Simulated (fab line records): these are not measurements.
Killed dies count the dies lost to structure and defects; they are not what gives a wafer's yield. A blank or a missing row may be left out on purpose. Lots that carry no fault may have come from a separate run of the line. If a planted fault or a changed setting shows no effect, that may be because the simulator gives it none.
Split-lot trial    flow n5 finfet    on a route of 1938 steps: 7 lots, 21 wafers read

== THE SPLIT ITSELF ==
At N5_BEOL_M0_SAQP_COAT_08 (resist thk 90 nm), the setting spin rpm was moved away from the recipe's 1500 rpm on 8 of the 21 wafers read, by -8.9% to +10.9%. This setting was run at the recipe's value on the other wafers.

No step appears in the file between the split and the reading.

== THE READING ==
CAR-ArF_of_BEOL_M0_SAQP_COAT_08.thk nm (the simulator's own value, which no gauge read), in nm, at N5_BEOL_M0_SAQP_DESCUM_19 (chemistry O2, time 7.9 s). The file gives no usual value for it. Average 83.6 nm, standard deviation 0.58 nm, over the 13 wafers here run with the recipe.

wafer   tool, chamber at the split  spin rpm as run, rpm  against the recipe  CAR-ArF_of_BEOL_M0_SAQP_COAT_08.thk nm, nm  against lot-mates on the recipe
L074.4  litho track-05, 0           1500                  recipe              84.2                                        -
L074.5  litho track-05, 0           1500                  recipe              83.2                                        -
L074.6  litho track-05, 0           1639                  +9.3%               80.4                                        -3.3
L075.3  litho track-03, 0           1500                  recipe              83.4                                        -
L075.6  litho track-03, 0           1500                  recipe              83.4                                        -
L075.5  litho track-03, 0           1500                  recipe              82.8                                        -
L082.2  litho track-05, 0           1664                  +10.9%              79                                          -4.4
L082.3  litho track-05, 0           1664                  +10.9%              79                                          -4.4
L082.5  litho track-05, 0           1500                  recipe              83.4                                        -
L083.1  litho track-02, 0           1367                  -8.9%               86.6                                        +3.2
L083.2  litho track-02, 0           1500                  recipe              83.4                                        -
L083.5  litho track-02, 0           1367                  -8.9%               87.8                                        +4.4
L084.1  litho track-02, 0           1552                  +3.5%               82.2                                        -2.6
L084.3  litho track-02, 0           1552                  +3.5%               83                                          -1.8
L084.4  litho track-02, 0           1500                  recipe              84.8                                        -
L085.3  litho track-03, 0           1500                  recipe              83.2                                        -
L085.4  litho track-03, 0           1500                  recipe              83                                          -
L085.6  litho track-03, 0           1500                  recipe              83                                          -
L092.2  litho track-05, 0           1500                  recipe              84.2                                        -
L092.5  litho track-05, 0           1500                  recipe              84.2                                        -
L092.3  litho track-05, 0           1625                  +8.3%               80.6                                        -3.6

FIT RESULTS
A straight line over all 21 wafers: CAR-ArF_of_BEOL_M0_SAQP_COAT_08.thk nm changes by -0.394 nm for each +1% of spin rpm; r = -0.97; the points scatter about the line by 0.57 nm.
The same after taking each lot's own level away (the mean of its wafers on the recipe; 21 wafers): -0.414 nm for each +1%; r = -0.98; scatter 0.42 nm.
According to that fit, moving spin rpm by its largest amount changes the reading by 4.5 nm.
Measured against the standard deviation above, the lots' own levels, which go from 83.07 to 84.80 nm, span 3.0 times it.
The two slopes agree, so the slope changes little with the lot-to-lot level.
Check: with one of the wafers moved furthest among these (+10.9%) left out of the fit, the line predicts -4.61 nm for it against its lot-mates. Against them it came out at -4.4 nm.

== ADDITIONAL SPLITS CARRIED BY THESE WAFERS ==
These wafers also went through other splits before the reading. Each is held against what the fit with the lots' levels taken away leaves over:
other split on the same wafers          wafers away from the commonest value  r with CAR-ArF_of_BEOL_M0_SAQP_COAT_08.thk nm (lot level and that fit taken away)
N5_GATE_CUT_COAT_34 spin rpm            7                                     -0.27
N5_MOL_CONTACT_COAG_ALD_27 time s       10                                    -0.37
N5_MOL_CONTACT_COAG_ALD_131 ald cycles  10                                    +0.37
N5_MOL_CONTACT_COAG_ETCH_91 time s      6                                     -0.09

== THE WHOLE CHAIN: every reading that the file lists as answering this split, in the file's order ==
step                       what it does              reading                                                                                  change (the file's fit)               r (the file's)
N5_BEOL_M0_SAQP_COAT_08    resist thk 90 nm          CAR-ArF_of_BEOL_M0_SAQP_COAT_08.thk nm (the simulator's own value, which no gauge read)  -0.43 nm for each +1% of the setting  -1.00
N5_BEOL_M0_SAQP_DESCUM_19  chemistry O2, time 7.9 s  CAR-ArF_of_BEOL_M0_SAQP_COAT_08.thk nm (the simulator's own value, which no gauge read)  -0.41 nm for each +1% of the setting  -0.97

== THE FILE'S OWN FIT ==
CAR-ArF_of_BEOL_M0_SAQP_COAT_08.thk nm changes by -0.41 nm for each +1% of spin rpm, r = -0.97.
